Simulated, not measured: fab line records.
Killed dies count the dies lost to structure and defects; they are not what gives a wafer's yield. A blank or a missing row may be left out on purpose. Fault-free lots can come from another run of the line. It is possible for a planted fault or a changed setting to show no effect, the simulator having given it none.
fab line records | flow nand-harc
[record] lots = 6 | wafers = 18 | last-day = 32
route steps=1302 shown A_STAIRCASE@732
lots with no fault: from the same line, run without faults
start-h: hours from the record's opening day to when the first of the lot's shown wafers began | wait-h: hours since the lot's step before | " identical to the entry in the row above | L1.1+2: one row covering several wafers at once | - no value present, or no start provided | * or withheld: withheld | < > ~ a bound
route shown NAME@n: NAME is a module with steps in the file, n the number in the route of the first one | usual: average and standard deviation across the fault-free wafers | same: alike in all rows | chamber/n: place in a boat | sites: the reading at each site | _std_site: how widely they spread, as a standard deviation | _edge_site: inner sites' mean taken away from outer sites' mean | radius-mm: how far each site lies from the wafer's centre | mask NAME#n: copy n | behind: the most recent tool/chamber to have shaped the wafer | hold: why the lot was held/for how many hours/how that ended | device: whichever transistor did not switch (one of n, p or np) | end of line: the same wafers' tests at the end of the route | a step without rows: its recipe alone | killed: the dies lost at the first sort to structure and to defects; this is not the yield of the wafer | map: shows each die of a wafer: x if killed, . if not, _ if none is there
set.NAME: the setting that was run; set.NAME@STEP: the one run at that earlier step | model.NAME: the simulator's own value behind a step, which no gauge read
a table for each step, a row for each wafer; lots at some steps of the route
services: when a tool's chamber went out of use (start-h, in hours from the record's first day, below 0 if earlier), for how many hours, and the reason
[[steps]]
[step NHARC_A_STAIRCASE_HARDBAKE_218]
[recipe] temp-c = 120 | time-s = 140
[step NHARC_A_STAIRCASE_DESCUM_219]
[recipe] time-s = 3 | o2-flow-sccm = 200 | ar-flow-sccm = 0 | bias-power-w = 0 | chemistry = O2
[step NHARC_A_STAIRCASE_TRIM_220]
[recipe] time-s = 211.2 | o2-flow-sccm = 500 | ar-flow-sccm = 0 | bias-w = 0 | chemistry = O2
[usual] chamber-pressure-mTorr = 60.00/0.057 | drypump-motor-current-A = 6.0/0.44 | oes-product-au = 0.996/0.0096 | rf-vpp-V = 57.8/0.91 | showerhead-plenum-p-Torr = 3.47/0.13 | throttle-valve-pct = 17.038/0.0087
[same] time-s = 211.2
lot.wafer | tool        | chamber | start-h | wait-h | chamber-pressure-mTorr | drypump-motor-current-A | oes-product-au | rf-hours-counter-h | rf-vpp-V | showerhead-plenum-p-Torr | throttle-valve-pct
L273.3    | rie-diel-05 | 0       | 356.70  | 0.1    | 60.02                  | 6.7                     | 1.007          | 28                 | 57.9     | 3.30                     | 17.024
L273.1    | "           | 1       | "       | "      | 59.99                  | 6.2                     | 0.994          | 34                 | 58.7     | 3.67                     | 17.052
L273.6    | "           | 0       | "       | "      | 60.00                  | 6.7                     | 1.014          | -                  | 56.8     | 3.30                     | 17.050
L277.2    | rie-diel-02 | 1       | 391.73  | 0.1    | 60.00                  | 5.9                     | 0.987          | 61                 | 57.9     | 3.41                     | 17.030
L277.4    | "           | 2       | "       | "      | 60.04                  | 6.0                     | 0.997          | -                  | 56.1     | 3.33                     | 17.043
L277.6    | "           | 3       | "       | "      | 59.94                  | 6.1                     | 1.002          | -                  | 57.7     | 3.51                     | 17.034
L278.1    | rie-diel-03 | 0       | 400.65  | 0.1    | 60.03                  | 5.7                     | 0.987          | 37                 | 57.9     | 3.58                     | 17.050
L278.3    | "           | 2       | "       | "      | 59.98                  | 6.6                     | 0.984          | 40                 | 57.1     | 3.30                     | 17.040
L278.2    | "           | 3       | "       | "      | 59.94                  | 6.3                     | 0.980          | 41                 | 56.3     | 3.53                     | 17.042
L279.1    | rie-diel-05 | 0       | 419.44  | 0.2    | 60.05                  | 6.7                     | 1.006          | 1                  | 56.9     | 3.29                     | 17.030
L279.3    | "           | 3       | "       | "      | 60.07                  | 5.2                     | 0.998          | 1                  | 58.0     | 3.55                     | 17.027
L279.6    | "           | 0       | "       | "      | 59.98                  | 6.7                     | 0.996          | -                  | 58.3     | 3.29                     | 17.043
L290.2    | rie-diel-02 | 1       | 532.15  | 0.1    | 60.00                  | 6.0                     | 0.992          | 45                 | 59.4     | 3.38                     | 17.044
L290.6    | "           | 2       | "       | "      | 60.04                  | 6.0                     | 1.008          | -                  | 58.0     | 3.31                     | 17.044
L290.4    | "           | 3       | "       | "      | 59.97                  | 6.1                     | 1.012          | -                  | 58.4     | 3.48                     | 17.037
L292.3    | rie-diel-03 | 2       | 558.51  | 0.1    | 60.07                  | 6.6                     | 1.000          | 29                 | 56.6     | 3.28                     | 17.032
L292.1    | "           | 0       | "       | "      | 59.95                  | 5.7                     | 0.991          | 31                 | 58.4     | 3.55                     | 17.040
L292.6    | "           | 2       | "       | "      | 60.05                  | 6.6                     | 0.998          | -                  | 57.4     | 3.28                     | 17.051
[step NHARC_A_STAIRCASE_ETCH_221]
[recipe] target-depth-a = 1000 | time-s = 40.5 | ion-energy-ev = 400 | c4f8-flow-sccm = 20 | o2-flow-sccm = 10 | ar-flow-sccm = withheld | rf-w = 600 | bias-w = 1000 | chemistry = C4F8/O2
[usual] chamber-pressure-mTorr = 25.001/0.024 | oes-product-au = 0.935/0.014 | rf-fwd-power-W = 592/3.2 | rf-vpp-V = 894/4.6
[same] time-s = 40.5
lot.wafer | tool        | chamber | start-h | wait-h | chamber-pressure-mTorr | oes-product-au | rf-fwd-power-W | rf-hours-counter-h | rf-vpp-V
L273.1    | rie-diel-05 | 3       | -       | -      | 24.976                 | 0.933          | 587            | 26                 | 898
L273.3    | "           | 0       | "       | "      | 25.009                 | 0.946          | 596            | 28                 | 887
L273.6    | "           | 3       | "       | "      | 25.030                 | 0.929          | 585            | -                  | 898
L277.2    | rie-diel-02 | 2       | -       | -      | 24.991                 | 0.932          | 597            | 58                 | 888
L277.4    | "           | 3       | "       | "      | 25.032                 | 0.930          | 590            | -                  | 896
L277.6    | "           | 1       | "       | "      | 24.967                 | 0.921          | 592            | -                  | 891
L278.3    | rie-diel-03 | 2       | -       | -      | 24.983                 | 0.924          | 588            | 40                 | 887
L278.2    | "           | 3       | "       | "      | 25.031                 | 0.912          | 593            | 41                 | 895
L278.1    | "           | 0       | "       | "      | 25.011                 | 0.909          | 592            | 37                 | 898
L279.1    | rie-diel-05 | 2       | -       | -      | 25.040                 | 0.934          | 591            | 1                  | 893
L279.3    | "           | 3       | "       | "      | 25.016                 | 0.934          | 588            | 1                  | 895
L279.6    | "           | 1       | "       | "      | 24.998                 | 0.914          | 596            | -                  | 901
L290.2    | rie-diel-02 | 3       | -       | -      | 24.971                 | 0.923          | 591            | 39                 | 896
L290.4    | "           | 3       | "       | "      | 24.992                 | 0.929          | 592            | -                  | 895
L290.6    | "           | 1       | "       | "      | 25.013                 | 0.920          | 591            | -                  | 890
L292.3    | rie-diel-03 | 2       | -       | -      | 24.980                 | 0.928          | 589            | 29                 | 887
L292.1    | "           | 3       | "       | "      | 25.028                 | 0.924          | 594            | 33                 | 894
L292.6    | "           | 1       | "       | "      | 24.982                 | 0.938          | 593            | -                  | 898
[step NHARC_A_STAIRCASE_TRIM_222]
[recipe] time-s = 211.2 | o2-flow-sccm = 500 | ar-flow-sccm = 0 | bias-w = 0 | chemistry = O2
[step NHARC_A_STAIRCASE_ETCH_223]
[recipe] target-depth-a = 1000 | time-s = 40.5 | ion-energy-ev = 400 | c4f8-flow-sccm = 20 | o2-flow-sccm = 10 | ar-flow-sccm = withheld | rf-w = 600 | bias-w = 1000 | chemistry = C4F8/O2
[usual] chamber-pressure-mTorr = 25.002/0.023 | oes-product-au = 0.938/0.011 | rf-fwd-power-W = 592/3.1 | rf-vpp-V = 894/4.7
[same] time-s = 40.5
lot.wafer | tool        | chamber | start-h | wait-h | chamber-pressure-mTorr | oes-product-au | rf-fwd-power-W | rf-hours-counter-h | rf-vpp-V
L273.1    | rie-diel-05 | 2       | -       | -      | 25.061                 | 0.947          | 590            | 32                 | 893
L273.3    | "           | 1       | "       | "      | 24.968                 | 0.936          | 594            | 34                 | 901
L273.6    | "           | 2       | "       | "      | 25.019                 | 0.949          | 596            | -                  | 894
L277.2    | rie-diel-02 | 3       | -       | -      | 25.056                 | 0.944          | 591            | 58                 | 895
L277.4    | "           | 2       | "       | "      | 24.983                 | 0.948          | 593            | -                  | 886
L277.6    | "           | 3       | "       | "      | 24.989                 | 0.934          | 593            | -                  | 895
L278.2    | rie-diel-03 | 3       | -       | -      | 25.020                 | 0.939          | 593            | 41                 | 897
L278.1    | "           | 0       | "       | "      | 24.979                 | 0.940          | 589            | 37                 | 898
L278.3    | "           | 2       | "       | "      | 25.001                 | 0.937          | 586            | 41                 | 887
L279.1    | rie-diel-05 | 1       | -       | -      | 25.001                 | 0.938          | 595            | 1                  | 902
L279.3    | "           | 3       | "       | "      | 25.019                 | 0.934          | 591            | 1                  | 898
L279.6    | "           | 0       | "       | "      | 24.992                 | 0.939          | 595            | -                  | 889
L290.2    | rie-diel-02 | 1       | -       | -      | 25.024                 | 0.914          | 589            | 46                 | 891
L290.4    | "           | 1       | "       | "      | 24.970                 | 0.925          | 591            | -                  | 890
L290.6    | "           | 2       | "       | "      | 25.029                 | 0.933          | 595            | -                  | 888
L292.1    | rie-diel-03 | 2       | -       | -      | 24.996                 | 0.944          | 588            | 29                 | 886
L292.3    | "           | 3       | "       | "      | 25.015                 | 0.938          | 594            | 33                 | 895
L292.6    | "           | 2       | "       | "      | 25.008                 | 0.954          | 586            | -                  | 886
[step NHARC_A_STAIRCASE_TRIM_224]
[recipe] time-s = 211.2 | o2-flow-sccm = 500 | ar-flow-sccm = 0 | bias-w = 0 | chemistry = O2
[step NHARC_A_STAIRCASE_ETCH_225]
[recipe] target-depth-a = 1000 | time-s = 40.5 | ion-energy-ev = 400 | c4f8-flow-sccm = 20 | o2-flow-sccm = 10 | ar-flow-sccm = withheld | rf-w = 600 | bias-w = 1000 | chemistry = C4F8/O2
[step NHARC_A_STAIRCASE_TRIM_226]
[recipe] time-s = 211.2 | o2-flow-sccm = 500 | ar-flow-sccm = 0 | bias-w = 0 | chemistry = O2
[usual] chamber-pressure-mTorr = 59.99/0.06 | drypump-motor-current-A = 6.0/0.43 | oes-product-au = 0.995/0.0094 | rf-vpp-V = 57.6/0.84 | showerhead-plenum-p-Torr = 3.48/0.12 | throttle-valve-pct = 17.037/0.0093
[same] time-s = 211.2
lot.wafer | tool        | chamber | start-h | wait-h | chamber-pressure-mTorr | drypump-motor-current-A | oes-product-au | rf-hours-counter-h | rf-vpp-V | showerhead-plenum-p-Torr | throttle-valve-pct
L273.3    | rie-diel-05 | 3       | -       | -      | 59.94                  | 5.2                     | 0.992          | 27                 | 58.1     | 3.56                     | 17.054
L273.1    | "           | 1       | "       | "      | 59.98                  | 6.2                     | 0.992          | 35                 | 58.5     | 3.67                     | 17.041
L273.6    | "           | 2       | "       | "      | 59.95                  | 5.8                     | 1.015          | -                  | 57.1     | 3.44                     | 17.036
L277.2    | rie-diel-02 | 3       | -       | -      | 60.03                  | 6.1                     | 0.992          | 58                 | 57.4     | 3.50                     | 17.033
L277.6    | "           | 1       | "       | "      | 59.91                  | 6.0                     | 0.989          | -                  | 57.8     | 3.41                     | 17.044
L277.4    | "           | 3       | "       | "      | 60.02                  | 6.1                     | 0.990          | -                  | 57.6     | 3.51                     | 17.051
L278.2    | rie-diel-03 | 3       | -       | -      | 60.00                  | 6.4                     | 0.996          | 42                 | 58.3     | 3.53                     | 17.052
L278.1    | "           | 0       | "       | "      | 60.05                  | 5.7                     | 0.995          | 37                 | 58.4     | 3.58                     | 17.038
L278.3    | "           | 2       | "       | "      | 59.99                  | 6.7                     | 0.996          | 41                 | 58.4     | 3.30                     | 17.030
L279.1    | rie-diel-05 | 2       | -       | -      | 59.96                  | 5.8                     | 0.998          | 1                  | 57.0     | 3.43                     | 17.034
L279.3    | "           | 0       | "       | "      | 60.02                  | 6.7                     | 0.999          | 1                  | 56.2     | 3.29                     | 17.044
L279.6    | "           | 2       | "       | "      | 59.90                  | 5.9                     | 0.999          | -                  | 56.5     | 3.44                     | 17.041
L290.4    | rie-diel-03 | 3       | 534.27  | -      | 60.05                  | 6.3                     | 0.981          | 24                 | 58.0     | 3.51                     | 17.040
L290.2    | "           | 0       | "       | "      | 60.03                  | 5.7                     | 0.979          | 21                 | 58.9     | 3.56                     | 17.033
L290.6    | "           | 2       | "       | "      | 60.11                  | 6.6                     | 0.992          | -                  | 57.9     | 3.28                     | 17.051
L292.3    | rie-diel-03 | 0       | -       | -      | 59.96                  | 5.7                     | 0.991          | 32                 | 58.0     | 3.55                     | 17.020
L292.1    | "           | 1       | "       | "      | 60.10                  | 5.6                     | 0.993          | 24                 | 59.1     | 3.62                     | 17.044
L292.6    | "           | 1       | "       | "      | 60.02                  | 5.6                     | 0.986          | -                  | 57.3     | 3.62                     | 17.026
[step NHARC_A_STAIRCASE_ETCH_227]
[recipe] target-depth-a = 1000 | time-s = 40.5 | ion-energy-ev = 400 | c4f8-flow-sccm = 20 | o2-flow-sccm = 10 | ar-flow-sccm = withheld | rf-w = 600 | bias-w = 1000 | chemistry = C4F8/O2
[step NHARC_A_STAIRCASE_TRIM_229]
[recipe] time-s = 211.2 | o2-flow-sccm = 500 | ar-flow-sccm = 0 | bias-w = 0 | chemistry = O2
[usual] chamber-pressure-mTorr = 60.00/0.054 | drypump-motor-current-A = 6.0/0.43 | oes-product-au = 0.994/0.0085 | rf-vpp-V = 57.7/0.93 | showerhead-plenum-p-Torr = 3.48/0.12 | throttle-valve-pct = 17.036/0.0086
[same] time-s = 211.2
lot.wafer | tool        | chamber | start-h | wait-h | chamber-pressure-mTorr | drypump-motor-current-A | oes-product-au | rf-hours-counter-h | rf-vpp-V | showerhead-plenum-p-Torr | throttle-valve-pct
L273.3    | rie-diel-05 | 3       | 357.82  | 0.1    | 59.95                  | 5.2                     | 0.991          | 27                 | 58.8     | 3.56                     | 17.019
L273.1    | "           | 0       | "       | "      | 60.02                  | 6.7                     | 1.011          | 29                 | 58.5     | 3.30                     | 17.038
L273.6    | "           | 3       | "       | "      | 59.99                  | 5.1                     | 0.992          | -                  | 56.6     | 3.56                     | 17.038
L277.2    | rie-diel-02 | 1       | 393.00  | 0.1    | 60.04                  | 6.0                     | 0.982          | 62                 | 57.0     | 3.41                     | 17.036
L277.4    | "           | 1       | "       | "      | 60.07                  | 6.0                     | 0.985          | -                  | 57.0     | 3.41                     | 17.028
L277.6    | "           | 3       | "       | "      | 60.08                  | 6.1                     | 0.990          | -                  | 57.2     | 3.51                     | 17.032
L278.1    | rie-diel-03 | 3       | 402.01  | 0.1    | 60.04                  | 6.3                     | 0.981          | 42                 | 57.9     | 3.53                     | 17.050
L278.2    | "           | 0       | "       | "      | 60.05                  | 5.7                     | 0.984          | 38                 | 59.3     | 3.58                     | 17.047
L278.3    | "           | 2       | "       | "      | 60.02                  | 6.6                     | 0.987          | 41                 | 59.5     | 3.30                     | 17.034
L279.3    | rie-diel-03 | 1       | 420.46  | 0.1    | 60.01                  | 5.6                     | 0.997          | 29                 | 59.1     | 3.64                     | 17.039
L279.1    | "           | 2       | "       | "      | 59.89                  | 6.6                     | 0.980          | 45                 | 56.9     | 3.30                     | 17.038
L279.6    | "           | 2       | "       | "      | 59.98                  | 6.6                     | 0.992          | -                  | 57.6     | 3.30                     | 17.029
L290.2    | rie-diel-03 | 0       | 534.82  | 0.1    | 60.04                  | 5.7                     | 0.995          | 21                 | 59.2     | 3.55                     | 17.053
L290.4    | "           | 1       | "       | "      | 59.92                  | 5.6                     | 0.992          | 16                 | 57.7     | 3.62                     | 17.040
L290.6    | "           | 0       | "       | "      | 59.96                  | 5.7                     | 0.990          | -                  | 58.9     | 3.56                     | 17.055
L292.1    | rie-diel-03 | 2       | 559.53  | 0.1    | 60.08                  | 6.6                     | 1.005          | 30                 | 56.5     | 3.28                     | 17.022
L292.3    | "           | 3       | "       | "      | 60.00                  | 6.3                     | 0.991          | 33                 | 58.2     | 3.50                     | 17.046
L292.6    | "           | 1       | "       | "      | 60.02                  | 5.6                     | 1.004          | -                  | 59.1     | 3.62                     | 17.043
[step NHARC_A_STAIRCASE_ETCH_230]
[recipe] target-depth-a = 1000 | time-s = 40.5 | ion-energy-ev = 400 | c4f8-flow-sccm = 20 | o2-flow-sccm = 10 | ar-flow-sccm = withheld | rf-w = 600 | bias-w = 1000 | chemistry = C4F8/O2
[usual] chamber-pressure-mTorr = 25.000/0.022 | oes-product-au = 0.947/0.017 | rf-fwd-power-W = 592/3.3 | rf-vpp-V = 894/4.5
[same] time-s = 40.5
lot.wafer | tool        | chamber | start-h | wait-h | chamber-pressure-mTorr | oes-product-au | rf-fwd-power-W | rf-hours-counter-h | rf-vpp-V
L273.3    | rie-diel-05 | 2       | 358.00  | -      | 25.024                 | 0.941          | 592            | 33                 | 894
L273.1    | "           | 3       | "       | "      | 24.976                 | 0.943          | 589            | 27                 | 896
L273.6    | "           | 3       | "       | "      | 25.010                 | 0.938          | 589            | -                  | 896
L277.2    | rie-diel-02 | 3       | 393.25  | -      | 25.003                 | 0.953          | 591            | 58                 | 894
L277.4    | "           | 3       | "       | "      | 25.066                 | 0.952          | 590            | -                  | 896
L277.6    | "           | 1       | "       | "      | 24.984                 | 0.935          | 587            | -                  | 892
L278.2    | rie-diel-03 | 0       | 402.25  | -      | 25.004                 | 0.933          | 590            | 38                 | 897
L278.3    | "           | 2       | "       | "      | 24.973                 | 0.943          | 587            | 41                 | 886
L278.1    | "           | 3       | "       | "      | 24.996                 | 0.936          | 593            | 42                 | 896
L279.3    | rie-diel-03 | 2       | 420.66  | -      | 25.016                 | 0.949          | 586            | 45                 | 888
L279.1    | "           | 1       | "       | "      | 25.009                 | 0.962          | 592            | 29                 | 900
L279.6    | "           | 3       | "       | "      | 25.011                 | 0.964          | 592            | -                  | 895
L290.2    | rie-diel-03 | 3       | 535.02  | -      | 25.004                 | 0.939          | 594            | 24                 | 895
L290.4    | "           | 2       | "       | "      | 24.998                 | 0.951          | 589            | 22                 | 886
L290.6    | "           | 0       | "       | "      | 25.014                 | 1.168          | 832            | -                  | 896
L292.1    | rie-diel-03 | 0       | 559.72  | -      | 25.003                 | 1.152          | 829            | 32                 | 896
L292.3    | "           | 1       | "       | "      | 25.003                 | 0.942          | 592            | 25                 | 900
L292.6    | "           | 3       | "       | "      | 24.987                 | 0.937          | 591            | -                  | 895
[step NHARC_A_STAIRCASE_TRIM_231]
[recipe] time-s = 211.2 | o2-flow-sccm = 500 | ar-flow-sccm = 0 | bias-w = 0 | chemistry = O2
[[services]]
tool        | chamber | start-h | hours | kind
rie-diel-03 | 0       | 337.37  | 3.0   | repair
rie-diel-03 | 1       | 339.30  | -     | clean
rie-diel-03 | 2       | 339.30  | -     | clean
rie-diel-03 | 3       | 339.30  | -     | clean
rie-diel-03 | 2       | 340.82  | 2.7   | repair
rie-diel-03 | 0       | 363.80  | -     | clean
rie-diel-03 | 1       | 363.80  | -     | clean
rie-diel-03 | 2       | 363.80  | -     | clean
rie-diel-03 | 3       | 363.80  | -     | clean
rie-diel-03 | 1       | 384.70  | 31.3  | repair
rie-diel-03 | 0       | 388.68  | -     | clean
rie-diel-03 | 2       | 388.68  | -     | clean
rie-diel-03 | 3       | 388.68  | -     | clean
rie-diel-02 | -       | 394.44  | 9.0   | pm
rie-diel-05 | -       | 406.98  | 9.0   | pm
rie-diel-02 | 3       | 413.34  | 12.9  | repair
rie-diel-03 | 0       | 413.77  | -     | clean
rie-diel-03 | 2       | 413.77  | -     | clean
rie-diel-03 | 3       | 413.77  | -     | clean
rie-diel-03 | 0       | 438.27  | -     | clean
rie-diel-03 | -       | 458.30  | 9.0   | pm
rie-diel-03 | 0       | 485.25  | 7.6   | repair
rie-diel-05 | -       | 508.42  | 0.2   | repair
rie-diel-03 | 1       | 518.37  | 15.8  | repair
[[key]]
[first-sign] step = NHARC_A_STAIRCASE_ETCH_230 | reading = rf-fwd-power-W | direction = up | sigmas = 73 | usual = * | struck = *
[effect] step = NHARC_A_STAIRCASE_ETCH_230 | reading = oes-product-au | direction = up | sigmas = 12 | usual = 0.947 | struck = 1.160
met-at NHARC_A_STAIRCASE_ETCH_230
struck-wafers L290.6,L292.1
later-rows-left-out L290.6,L292.1
sort-left-out L290.6,L292.1
tester-left-out L290,L292
onset-between 402.25 535.02
[fault] kind = process-parameter-drift | tool = rie-diel-03 | chamber = 0 | onset-h = 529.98 | steps = NHARC_A_STAIRCASE_ETCH_230 | channel = rf-w | offset = * | shape = step | end-h = 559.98 | acts-in = * | stated = *
// tester-left-out: of these lots the tester's yield and bins aren't shown, on N5 and GAA mostly nor the transistor test; their killed dies are dies lost to structure and defects alone, not to doping, threshold or leakage, so they don't give the yield
// sort-left-out: the simulated sort isn't trusted on such a fault, so these wafers' sort isn't shown, and their yield isn't known
// later-rows-left-out: the simulator's readings of these wafers behind a module that went badly wrong aren't trusted and aren't shown, but for the sort
